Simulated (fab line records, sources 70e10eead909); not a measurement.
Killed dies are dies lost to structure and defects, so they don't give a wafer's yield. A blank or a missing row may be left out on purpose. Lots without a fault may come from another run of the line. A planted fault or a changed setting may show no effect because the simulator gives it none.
fab line records | flow nand_harc
record lots=5 wafers=15 last_day=34
route steps=1302 shown A_M0@1147 A_M1@1169 END@1302
lots that met no fault: from a run of the same line without faults
start_h: hours from the record's first day to the start of the lot's first wafer shown | wait_h: hours since the lot's step before | " the same as in the row above | L1.1+2: a row that stands for several wafers | - no value, or no start given | * or withheld: withheld | < > ~ a bound
route shown NAME@n: a module of which the file shows steps, and the number in the route of the first | usual: mean/standard deviation of fault-free wafers | same: alike in all rows | chamber/n: place in a boat | sites: the reading at each site | _std_site: their standard deviation | _edge_site: outer sites' mean less inner sites' | radius_mm: how far each site lies from the wafer's centre | mask NAME#n: copy n | behind: the tool/chamber that last shaped the wafer | hold: why the lot was held/for how many hours/how that ended | device: the transistor (n, p or np) that didn't switch | end of line: the same wafers' tests at the end of the route | a step without rows: its recipe alone | killed: dies lost to structure and defects at the first sort, not the wafer's yield | map: a wafer's dies, x killed, . not, _ none there
set.NAME: the setting as run; set.NAME@STEP: as run at that earlier step | model.NAME: the simulator's own value behind a step, which no gauge read
lots at some steps of the route; a table a step, a row a wafer
services: from which hour (start_h, from the record's first day; less than 0 if before it) a tool's chamber was out of use, for how many hours, and why
## steps
# step NHARC_A_M0_CD_MEAS_09
# recipe target_cd_nm=80 landing_energy_ev=500
# usual cd_nm=80.0/0.67
# columns lot.wafer tool chamber start_h wait_h cd_nm
L302.3 cd_sem-03 0 538.23 - 79.5
L302.4 " 0 " " 79.6
L302.6 " 0 " " 79.9
L308.2 cd_sem-02 0 611.40 - 80.3
L308.3 " 0 " " 80.0
L308.4 " 0 " " 80.1
L317.4 cd_sem-01 0 676.24 - 80.0
L317.5 " 0 " " 79.3
L317.6 " 0 " " 79.7
L323.3 cd_sem-02 0 741.17 - 79.6
L323.4 " 0 " " 79.4
L323.6 " 0 " " 79.1
L322.2 cd_sem-01 0 748.59 - 79.3
L322.4 " 0 " " 79.5
L322.5 " 0 " " 79.4
# step NHARC_A_M0_OVL_MEAS_10
# recipe pitch_nm=160
# usual overlay_x_nm=-0.1/0.76 overlay_y_nm=0.1/0.74
# columns lot.wafer tool chamber start_h wait_h overlay_x_nm overlay_y_nm
L302.3 overlay-01 - 538.32 - -0.9 0.5
L302.4 " - " " -1.1 0.7
L302.6 " - " " -0.9 0.3
L308.2 overlay-01 - 611.49 - 0.4 -0.7
L308.3 " - " " 0.3 0.0
L308.4 " - " " 0.1 -0.1
L317.4 overlay-01 - 676.32 - 0.8 0.0
L317.5 " - " " 0.2 0.1
L317.6 " - " " 0.8 0.2
L323.3 overlay-01 - 741.25 - 0.3 0.5
L323.4 " - " " 0.2 0.3
L323.6 " - " " 0.0 1.1
L322.2 overlay-01 - 762.00 - -1.2 0.3
L322.4 " - " " -0.4 0.3
L322.5 " - " " -1.1 0.4
# step NHARC_A_M0_INSPECT_11
# usual raw_defect_count=94/33
# columns lot.wafer tool chamber start_h wait_h raw_defect_count
L302.3 defect_inspect-01 - 538.35 0.0 91
L302.4 " - " " 105
L302.6 " - " " 115
L308.2 defect_inspect-01 - 611.52 0.0 82
L308.3 " - " " 84
L308.4 " - " " 78
L317.4 defect_inspect-02 - 676.36 0.0 80
L317.5 " - " " 78
L317.6 " - " " 80
L323.3 defect_inspect-02 - 741.29 0.0 118
L323.4 " - " " 107
L323.6 " - " " 127
L322.2 defect_inspect-02 - 762.04 0.0 129
L322.4 " - " " 130
L322.5 " - " " 103
# step NHARC_A_M0_DESCUM_14
# recipe time_s=3 o2_flow_sccm=200 ar_flow_sccm=0 bias_power_w=0 chemistry=O2
# step NHARC_A_M0_ETCH_34
# recipe target_depth_a=400 overetch_a=120 time_s=43.94 ion_energy_ev=200 n2_flow_sccm=150 h2_flow_sccm=150 ar_flow_sccm=0 rf_w=400 bias_w=150 chemistry=N2/H2
# step NHARC_A_M0_ETCH_15
# recipe target_depth_a=1500 overetch_a=150 time_s=82.5 c4f8_flow_sccm=withheld ar_flow_sccm=400 rf_w=600 bias_w=300 chemistry=C4F8/Ar
# step NHARC_A_M0_CD_MEAS_16
# usual cd_nm=80.1/0.86
# columns lot.wafer tool chamber start_h wait_h cd_nm
L302.3 cd_sem-02 - 538.72 - 80.0
L302.4 " - " " 80.2
L302.6 " - " " 80.2
L308.2 cd_sem-03 - 611.88 - 81.1
L308.3 " - " " 79.5
L308.4 " - " " 79.9
L317.4 cd_sem-01 - 676.74 - 80.1
L317.5 " - " " 79.9
L317.6 " - " " 79.5
L323.3 cd_sem-03 - 741.65 - 80.0
L323.4 " - " " 79.8
L323.6 " - " " 79.3
L322.2 cd_sem-01 - 762.44 - 80.2
L322.4 " - " " 80.0
L322.5 " - " " 79.5
# step NHARC_A_M0_STRIP_18
# recipe power_w=1000 n2_flow_sccm=150 h2_flow_sccm=150 ar_flow_sccm=0 bias_w=0 chemistry=N2/H2
# step NHARC_A_M0_STRIP_19
# recipe time_s=600 temp_c=30 chemistry=post_etch_residue_remover
# step NHARC_A_M0_DEGAS_28
# recipe temp_c=250 time_s=60
# usual heater_power_w=337/33
# columns lot.wafer tool chamber start_h wait_h heater_power_w
L302.3 pvd_sputter-01 - 539.34 - 332
L302.4 " - " " 320
L302.6 " - " " 337
L308.4 pvd_sputter-02 - 612.50 - 376
L308.3 " - " " 334
L308.2 " - " " 327
L317.4 pvd_sputter-01 - 677.35 - 279
L317.6 " - " " 280
L317.5 " - " " 323
L323.4 pvd_sputter-03 - 742.27 - 390
L323.3 " - " " 298
L323.6 " - " " 337
L322.2 pvd_sputter-02 - 763.07 - 375
L322.4 " - " " 334
L322.5 " - " " 361
# step NHARC_A_M0_PRE_CLEAN_29
# recipe time_s=30 temp_c=280 gas=H2/He
# step NHARC_A_M0_PVD_20
# recipe target_thk_a=50 bias_v=168.6 power_w=15000 chamber_pressure_pa=0.12 time_s=8.06 substrate_temp_c=50 material=TaN
# usual bias_v=168.7/1.6 throttle_valve_pct=29.4/1.1
# columns lot.wafer tool chamber start_h wait_h bias_v throttle_valve_pct
L302.4 pvd_sputter-01 - - - 169.3 30.2
L302.3 " - " " 169.1 30.7
L302.6 " - " " 168.8 30.6
L308.3 pvd_sputter-02 - - - 171.5 29.4
L308.4 " - " " 170.0 31.1
L308.2 " - " " 169.3 29.6
L317.4 pvd_sputter-01 - - - 169.1 29.6
L317.6 " - " " 168.1 29.7
L317.5 " - " " 169.3 28.6
L323.4 pvd_sputter-03 - - - 169.8 28.1
L323.3 " - " " 169.5 28.9
L323.6 " - " " 168.2 28.2
L322.4 pvd_sputter-02 - - - 168.6 32.0
L322.2 " - " " 169.5 28.1
L322.5 " - " " 167.9 32.1
# step NHARC_A_M0_PVD_21
# recipe target_thk_a=300 chamber_pressure_pa=5 power_w=5000 substrate_temp_c=30 time_s=20.49 material=Cu
# usual throttle_valve_pct=29.3/1
# columns lot.wafer tool chamber start_h wait_h throttle_valve_pct
L302.3 pvd_sputter-01 - 539.58 - 30.5
L302.4 " - " " 30.5
L302.6 " - " " 29.8
L308.4 pvd_sputter-02 - 612.74 - 29.9
L308.2 " - " " 28.1
L308.3 " - " " 31.4
L317.4 pvd_sputter-01 - 677.61 - 29.6
L317.6 " - " " 28.7
L317.5 " - " " 29.9
L323.3 pvd_sputter-03 - 742.50 - 29.5
L323.4 " - " " 28.6
L323.6 " - " " 28.3
L322.2 pvd_sputter-02 - 763.30 - 28.0
L322.4 " - " " 29.3
L322.5 " - " " 28.1
# step NHARC_A_M0_ECD_22
# recipe target_thk_a=4000 bath_temp_c=25 material=Cu
# step NHARC_A_M0_ANNEAL_30
# recipe temp_c=225 time_s=90
# step NHARC_A_M0_CMP_23
# recipe t_overpolish_s=20 target_thk_nm=113.75
# step NHARC_A_M0_SRD_25
# step NHARC_A_M0_INSPECT_27
# usual raw_defect_count=575/170
# columns lot.wafer tool chamber start_h wait_h raw_defect_count
L302.3 defect_inspect-01 - 540.93 0.0 660
L302.4 " - " " 760
L302.6 " - " " 1075
L308.2 defect_inspect-01 - 614.09 0.0 806
L308.3 " - " " 500
L308.4 " - " " 517
L317.4 defect_inspect-01 - 678.90 0.0 367
L317.5 " - " " 509
L317.6 " - " " 451
L323.3 defect_inspect-01 - 743.83 0.0 379
L323.4 " - " " 630
L323.6 " - " " 463
L322.2 defect_inspect-01 - 764.61 0.0 614
L322.4 " - " " 740
L322.5 " - " " 589
# step NHARC_A_M0_PRE_CLEAN_31
# recipe time_s=12 temp_c=370 rf_power_w=300 gas=NH3
# step NHARC_A_M0_DEP_32
# recipe target_thk_a=300 temp_c=370 target_thk_nm=30 pressure_torr=3 flow_sccm=200 rf_w=450 material=SiCN
# usual heater_power_w=563/91
# columns lot.wafer tool chamber start_h wait_h heater_power_w
L302.3 pecvd-04 2 541.07 0.1 433
L302.4 " 2 " " 455
L302.6 " 1 " " 632
L308.3 pecvd-04 0 614.24 0.1 644
L308.2 " 1 " " 608
L308.4 " 0 " " 676
L317.6 pecvd-04 2 679.17 0.2 433
L317.5 " 0 " " 617
L317.4 " 1 " " 763
L323.3 pecvd-04 0 744.06 0.1 668
L323.4 " 1 " " 659
L323.6 " 2 " " 450
L322.2 pecvd-02 1 764.84 0.1 580
L322.5 " 0 " " 522
L322.4 " 1 " " 589
# step NHARC_A_M1_DEP_00
# recipe target_thk_a=1825 target_thk_nm=182.5 temp_c=withheld pressure_torr=5 flow_sccm=200 rf_w=600 material=SiOC
# step NHARC_A_M1_DEHYDRATE_01
# recipe temp_c=150 time_s=120
# step NHARC_A_M1_HMDS_02
# recipe time_s=30
# step NHARC_A_M1_COAT_34
# recipe temp_c=200 time_s=65
# step NHARC_A_M1_COAT_03
# recipe spin_rpm=1500 resist_thk_nm=90
# step NHARC_A_M1_SOFTBAKE_04
# recipe temp_c=105 time_s=55
# step NHARC_A_M1_EBR_05
# step NHARC_A_M1_EXPOSE_06
# recipe na=1.35 target_cd_nm=120 dose_mj=75.13 mask_id=A_M1
# step NHARC_A_M1_PEB_07
# recipe peb_temp_c=100 peb_time_s=65
# step NHARC_A_M1_DEVELOP_08
# recipe develop_time_s=35 dev_temp_c=23
# step NHARC_A_M1_CD_MEAS_09
# recipe target_cd_nm=120 landing_energy_ev=500
# usual cd_nm=119.9/0.68
# columns lot.wafer tool chamber start_h wait_h cd_nm
L302.3 cd_sem-03 0 542.18 - 120.3
L302.4 " 0 " " 119.5
L302.6 " 0 " " 119.5
L308.2 cd_sem-01 0 615.36 - 119.8
L308.3 " 0 " " 120.1
L308.4 " 0 " " 119.3
L317.5 cd_sem-02 0 680.28 - 120.4
L317.6 " 0 " " 119.7
L323.3 cd_sem-01 0 745.08 - 119.9
L323.4 " 0 " " 119.9
L323.6 " 0 " " 119.5
L322.2 cd_sem-02 0 765.89 - 119.5
L322.4 " 0 " " 119.8
L322.5 " 0 " " 120.5
# step NHARC_A_M1_OVL_MEAS_10
# recipe pitch_nm=240
# usual overlay_x_nm=0.3/0.81 overlay_y_nm=-0.1/0.75
# columns lot.wafer tool chamber start_h wait_h overlay_x_nm overlay_y_nm
L302.3 overlay-01 - 542.26 - 0.8 0.1
L302.4 " - " " 1.7 -0.1
L302.6 " - " " 1.8 0.0
L308.2 overlay-01 - 615.44 - 1.2 -0.7
L308.3 " - " " 1.0 -1.2
L308.4 " - " " 1.3 -1.5
L317.5 overlay-02 - 680.36 - 1.0 0.3
L317.6 " - " " 1.2 0.5
L323.3 overlay-01 - 745.16 - 0.2 -1.5
L323.4 " - " " 0.5 -1.0
L323.6 " - " " 0.2 -2.0
L322.2 overlay-01 - 765.97 - 0.6 -0.5
L322.4 " - " " 1.3 -0.5
L322.5 " - " " 0.7 0.1
# step NHARC_A_M1_INSPECT_11
# usual raw_defect_count=95/34
# columns lot.wafer tool chamber start_h wait_h raw_defect_count
L302.3 defect_inspect-02 - 542.30 0.0 94
L302.4 " - " " 107
L302.6 " - " " 116
L308.2 defect_inspect-01 - 615.48 0.0 84
L308.3 " - " " 89
L308.4 " - " " 76
L317.5 defect_inspect-01 - 680.40 0.0 81
L317.6 " - " " 85
L323.3 defect_inspect-01 - 745.20 0.0 122
L323.4 " - " " 111
L323.6 " - " " 125
L322.2 defect_inspect-02 - 766.01 0.0 130
L322.4 " - " " 128
L322.5 " - " " 111
# step NHARC_A_M1_DESCUM_14
# recipe time_s=3 o2_flow_sccm=200 ar_flow_sccm=0 bias_power_w=0 chemistry=O2
# usual drypump_motor_current_A=5.5/0.44 oes_product_au=1.003/0.011 rf_vpp_V=57.9/0.92 showerhead_plenum_p_Torr=1.95/0.089 throttle_valve_pct=11.310/0.009
# columns lot.wafer tool chamber start_h wait_h drypump_motor_current_A oes_product_au rf_hours_counter_h rf_vpp_V showerhead_plenum_p_Torr throttle_valve_pct
L302.4 rie_diel-13 1 542.37 0.1 4.9 1.019 1.0 58.7 1.94 11.305
L302.3 " 2 " " 4.9 1.005 0.8 58.2 2.04 11.318
L302.6 " 0 " " 6.3 0.990 - 58.2 2.01 11.307
L308.3 rie_diel-13 3 615.54 0.1 5.7 1.014 4.1 58.8 1.77 11.308
L308.2 " 2 " " 5.0 0.993 2.4 58.9 2.03 11.317
L308.4 " 3 " " 5.7 1.017 - 56.1 1.77 11.307
L317.5 rie_diel-02 2 680.49 0.1 5.6 0.996 - 58.0 2.00 11.290
L317.6 " 3 " " 5.8 1.002 - 57.4 1.89 11.296
L323.3 rie_diel-13 0 745.26 0.1 6.3 0.999 2.2 57.9 2.01 11.314
L323.4 " 2 " " 4.9 1.006 3.2 57.1 2.03 11.305
L323.6 " 0 " " 6.3 0.996 - 59.8 2.01 11.305
L322.2 rie_diel-13 3 766.08 0.1 5.7 1.008 3.1 57.9 1.77 11.300
L322.4 " 0 " " 6.3 0.993 3.5 57.8 2.01 11.300
L322.5 " 2 " " 5.0 0.997 - 59.6 2.03 11.304
# step NHARC_A_M1_ETCH_35
# recipe target_depth_a=400 overetch_a=120 time_s=43.94 ion_energy_ev=200 n2_flow_sccm=150 h2_flow_sccm=150 ar_flow_sccm=0 rf_w=400 bias_w=150 chemistry=N2/H2
# step NHARC_A_M1_ETCH_15
# recipe target_depth_a=1825 time_s=91.2 c4f8_flow_sccm=withheld ar_flow_sccm=400 rf_w=600 bias_w=300 chemistry=C4F8/Ar
# step NHARC_A_M1_CD_MEAS_16
# usual cd_nm=120.0/0.81
# columns lot.wafer tool chamber start_h wait_h cd_nm
L302.3 cd_sem-03 - 542.67 - 121.1
L302.4 " - " " 119.8
L302.6 " - " " 119.8
L308.2 cd_sem-03 - 615.89 - 120.2
L308.3 " - " " 119.7
L308.4 " - " " 119.8
L317.5 cd_sem-03 - 680.78 - 120.4
L317.6 " - " " 120.1
L323.3 cd_sem-02 - 745.57 - 120.9
L323.4 " - " " 119.5
L323.6 " - " " 120.8
L322.2 cd_sem-02 - 766.38 - 119.8
L322.4 " - " " 120.6
L322.5 " - " " 120.0
# step NHARC_A_M1_STRIP_18
# recipe power_w=1000 n2_flow_sccm=150 h2_flow_sccm=150 ar_flow_sccm=0 bias_w=0 chemistry=N2/H2
# usual drypump_motor_current_A=5.5/0.4 oes_product_au=1.002/0.011 rf_vpp_V=91.0/0.93 showerhead_plenum_p_Torr=2.08/0.091 throttle_valve_pct=14.171/0.0084
# columns lot.wafer tool chamber start_h wait_h drypump_motor_current_A oes_product_au rf_hours_counter_h rf_vpp_V showerhead_plenum_p_Torr throttle_valve_pct
L302.3 rie_diel-13 2 542.76 0.1 5.0 0.996 0.9 91.7 2.17 14.156
L302.4 " 0 " " 6.3 0.988 0.9 92.0 2.15 14.173
L302.6 " 1 " " 5.0 1.020 - 90.5 2.07 14.166
L308.3 rie_diel-13 3 615.96 0.1 5.7 1.023 4.2 90.7 1.89 14.168
L308.2 " 2 " " 4.9 0.998 2.5 91.2 2.17 14.169
L308.4 " 2 " " 4.9 0.986 - 90.5 2.17 14.167
L317.6 rie_diel-13 3 680.94 0.2 5.7 1.021 - 89.6 1.88 14.166
L317.5 " 0 " " 6.3 1.010 - 90.9 2.15 14.169
L323.4 rie_diel-02 2 745.67 0.1 5.6 1.004 4.2 91.3 2.13 14.167
L323.3 " 3 " " 5.8 1.006 4.4 90.5 2.01 14.185
L323.6 " 2 " " 5.6 1.001 - 91.4 2.13 14.166
L322.4 rie_diel-02 2 766.48 0.1 5.6 0.995 0.6 89.5 2.13 14.188
L322.2 " 0 " " 5.5 0.973 0.3 89.9 2.06 14.164
L322.5 " 1 " " 5.3 1.011 - 91.8 2.18 14.188
# step NHARC_A_M1_ETCH_28
# recipe target_depth_a=300 over_etch_frac=0.3 time_s=72.99 ion_energy_ev=150 cf4_flow_sccm=50 n2_flow_sccm=100 ar_flow_sccm=150 rf_w=300 bias_w=100 chemistry=CF4/N2
# step NHARC_A_M1_STRIP_19
# recipe time_s=600 temp_c=30 chemistry=post_etch_residue_remover
# step NHARC_END_SORT_01
# recipe temp_c=25
# usual defect_limited_yield=93.3/1.5 killed_at_array=41/10 killed_at_other=0.8/0.91 killed_at_periphery=4.2/2.9 killed_dies=46/10 killed_open=3.5/2.1 killed_short=2.5/1.6 sort_bin_2_pct=2.4/0.71 sort_bin_3_pct=0.6/0.33 sort_bin_4_pct=3.8/0.93 sort_n_pass=631/10 sort_rim_yield_pct=86/4.5 sort_yield_pct=93.3/1.5
# same gross_dies=677 sort_bin_5_pct[%]=0 sort_bin_6_pct[%]=0 sort_bin_7_pct[%]=0 sort_bin_8_pct[%]=0 sort_rim_n_gross=106.00
# columns lot.wafer tool chamber start_h wait_h hold defect_limited_yield[%] killed_at_array killed_at_other killed_at_periphery killed_dies killed_open killed_short sort_bin_2_pct[%] sort_bin_3_pct[%] sort_bin_4_pct[%] sort_n_pass sort_rim_yield_pct[%] sort_yield_pct[%]
L302.3 prober-02 0 587.21 3.1 - 93.4 40 1 4 45 2 4 3.4 0.6 2.7 632 78 93.4
L302.4 prober-02 0 588.00 3.4 - 93.5 41 1 2 44 4 1 2.8 0.4 3.2 633 83 93.5
L302.6 prober-02 0 589.58 3.9 - 92.6 48 0 2 50 2 1 2.2 0.7 4.4 627 80 92.6
L308.2 prober-01 0 649.70 2.8 - 93.8 37 1 4 42 3 1 1.8 0.4 4.0 635 87 93.8
L308.3 prober-01 0 650.49 3.1 - 94.4 36 1 1 38 5 1 1.9 0.3 3.4 639 90 94.4
L308.4 prober-01 0 651.29 3.4 - 93.6 40 0 3 43 8 5 2.5 0.7 3.1 634 89 93.6
L317.4 prober-01 0 722.91 3.4 await_dispo/2.0h/release 0 665 2 10 677 3 0 95.9 0.6 3.5 0 0 0
L317.5 prober-01 0 723.70 3.7 await_dispo/2.0h/release 92.9 40 2 6 48 3 4 2.2 0.1 4.7 629 88 92.9
L317.6 prober-01 0 724.49 4.0 await_dispo/2.0h/release 93.6 41 0 2 43 2 2 2.2 0.7 3.4 634 87 93.6
L323.3 prober-02 0 793.87 3.1 - 93.8 35 0 7 42 7 2 2.4 0.7 3.1 635 89 93.8
L323.4 prober-02 0 794.66 3.4 - 94.4 31 0 7 38 6 3 2.7 0.6 2.4 639 92 94.4
L323.6 prober-02 0 796.24 3.9 - 94.4 35 0 3 38 6 2 2.2 1.0 2.4 639 91 94.4
L322.2 prober-02 0 803.88 2.8 - 92.3 42 0 10 52 2 1 3.2 0.4 4.0 625 88 92.3
L322.4 prober-02 0 805.48 3.4 - 91.7 48 0 8 56 4 4 2.2 1.2 4.9 621 90 91.7
L322.5 prober-02 0 806.28 3.7 - 90.8 56 1 5 62 4 6 2.8 0.4 5.9 615 82 90.8
# killed by level:class
L302.3 A_CHANNEL_HOLE_D1:chamber_film_flake=20 A_SLIT:chamber_film_flake=10 A_CONTACT:chamber_film_flake=2 P_CONTACT:geometric_particle:short=1 A_CHANNEL_FILL_D1:geometric_particle:short=1 A_DECK1_JOINT:geometric_particle:short=1 A_ONON_D2:geometric_particle:short=1 A_WL_FILL:geometric_particle:open=1
L302.4 A_CHANNEL_HOLE_D1:chamber_film_flake=15 A_SLIT:chamber_film_flake=13 A_CHANNEL_HOLE_D2:chamber_film_flake=5 P_CONTACT:geometric_particle:open=2 A_STAIRCASE:chamber_film_flake=2 A_CONTACT:chamber_film_flake=2 A_M0:geometric_particle:open=1 A_M1:geometric_particle:open=1
L302.6 A_CHANNEL_HOLE_D1:chamber_film_flake=16 A_SLIT:chamber_film_flake=14 A_CONTACT:chamber_film_flake=7 A_CHANNEL_HOLE_D2:chamber_film_flake=4 A_STAIRCASE:chamber_film_flake=3 P_GATE:chamber_film_flake=2 A_ONON_D1:geometric_particle:open=1 A_ONON_D2:geometric_particle:short=1
L308.2 A_SLIT:chamber_film_flake=10 A_CONTACT:chamber_film_flake=7 A_CHANNEL_HOLE_D2:chamber_film_flake=6 A_CHANNEL_HOLE_D1:chamber_film_flake=4 P_GATE:chamber_film_flake=3 A_CHANNEL_FILL_D1:chamber_film_flake=3 A_BLC:chamber_film_flake=2 P_M0:geometric_particle:open=1
L308.3 A_SLIT:chamber_film_flake=11 A_WL_FILL:chamber_film_flake=4 A_CONTACT:chamber_film_flake=4 A_CHANNEL_HOLE_D1:chamber_film_flake=3 A_CHANNEL_HOLE_D2:chamber_film_flake=3 A_CHANNEL_FILL_D1:chamber_film_flake=2 A_DECK1_JOINT:chamber_film_flake=2 P_M0:geometric_particle:open=1
L308.4 A_SLIT:chamber_film_flake=12 A_CONTACT:chamber_film_flake=4 A_CHANNEL_HOLE_D1:chamber_film_flake=3 A_DECK1_JOINT:chamber_film_flake=3 A_WL_FILL:chamber_film_flake=3 A_CHANNEL_FILL_D1:geometric_particle:short=2 A_CHANNEL_HOLE_D2:chamber_film_flake=2 P_CONTACT:geometric_particle:open=1
L317.4 A_M0:area_pvd=633 A_SLIT:chamber_film_flake=11 P_GATE:chamber_film_flake=6 P_M1:chamber_film_flake=4 A_CONTACT:chamber_film_flake=4 A_BONDPAD:chamber_film_flake=3 A_CHANNEL_HOLE_D1:chamber_film_flake=2 A_CHANNEL_HOLE_D2:chamber_film_flake=2
L317.5 A_SLIT:chamber_film_flake=13 A_CHANNEL_HOLE_D1:chamber_film_flake=7 A_BONDPAD:chamber_film_flake=5 P_M1:chamber_film_flake=4 A_STAIRCASE:chamber_film_flake=3 A_CONTACT:chamber_film_flake=3 A_CHANNEL_FILL_D1:geometric_particle:short=2 A_M1:geometric_particle:open=2
L317.6 A_SLIT:chamber_film_flake=15 A_CHANNEL_HOLE_D1:chamber_film_flake=7 A_CONTACT:chamber_film_flake=5 A_STAIRCASE:chamber_film_flake=3 A_M0:chamber_film_flake=2 A_BONDPAD:chamber_film_flake=2 A_CHANNEL_FILL_D1:geometric_particle:short=1 A_DECK1_JOINT:geometric_particle:short=1
L323.3 A_CHANNEL_HOLE_D2:chamber_film_flake=8 A_SLIT:chamber_film_flake=8 A_STAIRCASE:chamber_film_flake=7 A_CONTACT:chamber_film_flake=4 A_WL_FILL:chamber_film_flake=3 A_BLC:geometric_particle:open=2 P_GATE:chamber_film_flake=2 P_CONTACT:geometric_particle:short=1
L323.4 A_SLIT:chamber_film_flake=14 A_CHANNEL_HOLE_D2:chamber_film_flake=6 A_STAIRCASE:chamber_film_flake=4 P_CONTACT:geometric_particle:open=2 A_CHANNEL_FILL_D2:geometric_particle:short=2 P_GATE:chamber_film_flake=2 P_M0:geometric_particle:open=1 A_CHANNEL_FILL_D1:geometric_particle:open=1
L323.6 A_CHANNEL_HOLE_D2:chamber_film_flake=13 A_SLIT:chamber_film_flake=7 A_WL_FILL:chamber_film_flake=4 A_CONTACT:chamber_film_flake=4 A_STAIRCASE:chamber_film_flake=2 P_STI:geometric_particle:open=1 P_GATE:geometric_particle:open=1 P_CONTACT:geometric_particle:open=1
L322.2 A_SLIT:chamber_film_flake=15 A_CONTACT:chamber_film_flake=12 P_BONDPAD:chamber_film_flake=6 A_CHANNEL_HOLE_D2:chamber_film_flake=5 A_SGD_CUT:chamber_film_flake=3 P_STI:chamber_film_flake=2 A_CHANNEL_FILL_D2:chamber_film_flake=2 A_CHANNEL_HOLE_D2:geometric_particle:short=1
L322.4 A_CONTACT:chamber_film_flake=13 A_SLIT:chamber_film_flake=12 A_CHANNEL_HOLE_D2:chamber_film_flake=8 A_CHANNEL_FILL_D2:chamber_film_flake=4 P_STI:chamber_film_flake=3 A_CHANNEL_FILL_D2:geometric_particle:short=2 P_GATE:chamber_film_flake=2 P_CONTACT:chamber_film_flake=2
L322.5 A_CHANNEL_HOLE_D2:chamber_film_flake=17 A_SLIT:chamber_film_flake=16 A_CONTACT:chamber_film_flake=9 A_M0:geometric_particle:short=2 P_BONDPAD:chamber_film_flake=2 A_SGD_CUT:chamber_film_flake=2 A_M1:chamber_film_flake=2 P_STI:geometric_particle:open=1
# map L317.4 (x killed, . not)
____________x____________
_________xxxxxxx_________
_______xxxxxxxxxxx_______
______xxxxxxxxxxxxx______
_____xxxxxxxxxxxxxxx_____
____xxxxxxxxxxxxxxxxx____
____xxxxxxxxxxxxxxxxx____
___xxxxxxxxxxxxxxxxxxx___
___xxxxxxxxxxxxxxxxxxx___
__xxxxxxxxxxxxxxxxxxxxx__
__xxxxxxxxxxxxxxxxxxxxx__
_xxxxxxxxxxxxxxxxxxxxxxx_
_xxxxxxxxxxxxxxxxxxxxxxx_
_xxxxxxxxxxxxxxxxxxxxxxx_
_xxxxxxxxxxxxxxxxxxxxxxx_
_xxxxxxxxxxxxxxxxxxxxxxx_
xxxxxxxxxxxxxxxxxxxxxxxxx
xxxxxxxxxxxxxxxxxxxxxxxxx
xxxxxxxxxxxxxxxxxxxxxxxxx
xxxxxxxxxxxxxxxxxxxxxxxxx
xxxxxxxxxxxxxxxxxxxxxxxxx
_xxxxxxxxxxxxxxxxxxxxxxx_
_xxxxxxxxxxxxxxxxxxxxxxx_
_xxxxxxxxxxxxxxxxxxxxxxx_
_xxxxxxxxxxxxxxxxxxxxxxx_
_xxxxxxxxxxxxxxxxxxxxxxx_
__xxxxxxxxxxxxxxxxxxxxx__
__xxxxxxxxxxxxxxxxxxxxx__
___xxxxxxxxxxxxxxxxxxx___
___xxxxxxxxxxxxxxxxxxx___
____xxxxxxxxxxxxxxxxx____
____xxxxxxxxxxxxxxxxx____
_____xxxxxxxxxxxxxxx_____
______xxxxxxxxxxxxx______
_______xxxxxxxxxxx_______
_________xxxxxxx_________
____________x____________
# map L302.6 (x killed, . not)
____________x____________
_________...x..x_________
_______.....x....._______
______.............______
_____..............._____
____.................____
____................x____
___...................___
___...................___
__.....................__
__....x................__
_.......x..............._
_......................._
_.....................x._
_......................._
_..........x............_
......................x..
.........................
.......................x.
......................x..
......x..................
_x......................_
_xxx.xx................._
_x....xx.........x......_
_x.x...................._
_xx....................._
__xx..x................__
__xx...................__
___x..................___
___.x.................___
____.................____
____.................____
_____.......xx......_____
______......x.x....______
_______..x.xxxx..._______
_________xxxxxx._________
____________x____________
## services
# columns tool chamber start_h hours kind
rie_diel-13 - 519.00 9.0 pm
rie_diel-02 2 519.20 10.9 repair
pvd_sputter-03 - 526.00 10.0 pm
rie_diel-13 1 529.79 1.5 repair
rie_diel-13 1 545.22 1.7 repair
rie_diel-13 2 549.72 9.2 repair
pvd_sputter-03 - 561.61 0.8 repair
rie_diel-13 2 573.79 8.5 repair
pvd_sputter-01 - 582.05 10.0 pm
pecvd-04 2 599.65 8.6 repair
pvd_sputter-03 - 613.25 3.9 repair
pvd_sputter-01 - 613.37 1.2 repair
rie_diel-13 0 613.44 7.1 repair
pecvd-04 - 631.14 13.0 pm
pvd_sputter-02 - 638.04 10.0 pm
pvd_sputter-03 - 646.89 3.6 repair
rie_diel-13 - 674.40 0.7 repair
pvd_sputter-03 - 676.24 2.2 repair
rie_diel-13 3 691.61 19.8 repair
rie_diel-13 - 696.00 9.0 pm
pvd_sputter-03 - 704.06 10.0 pm
rie_diel-13 1 728.93 5.4 repair
pvd_sputter-01 - 736.70 0.9 repair
pvd_sputter-01 - 760.05 10.0 pm
## key
first_sign step=NHARC_END_SORT_01 reading=sort_bin_2_pct direction=up sigmas=99+ usual=2.4 struck=95.9
effect step=NHARC_END_SORT_01 reading=defect_limited_yield direction=down sigmas=63 usual=93.3 struck=0
more_kills_born_at NHARC_A_M0_PVD_21@pvd_sputter-01=633
met_at NHARC_A_M0_PVD_21
struck_wafers L317.4
later_rows_left_out L317.4
onset_between 539.58 677.61
fault kind=process_parameter_drift tool=pvd_sputter-01 chamber=- onset_h=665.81 steps=NHARC_A_M0_PVD_21 channel=target_thk_a offset=* shape=step end_h=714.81 acts_in=* stated=* scope=struck_wafers_only
# later_rows_left_out: the simulator's readings of these wafers behind a module that went badly wrong aren't trusted and aren't shown, but for the sort
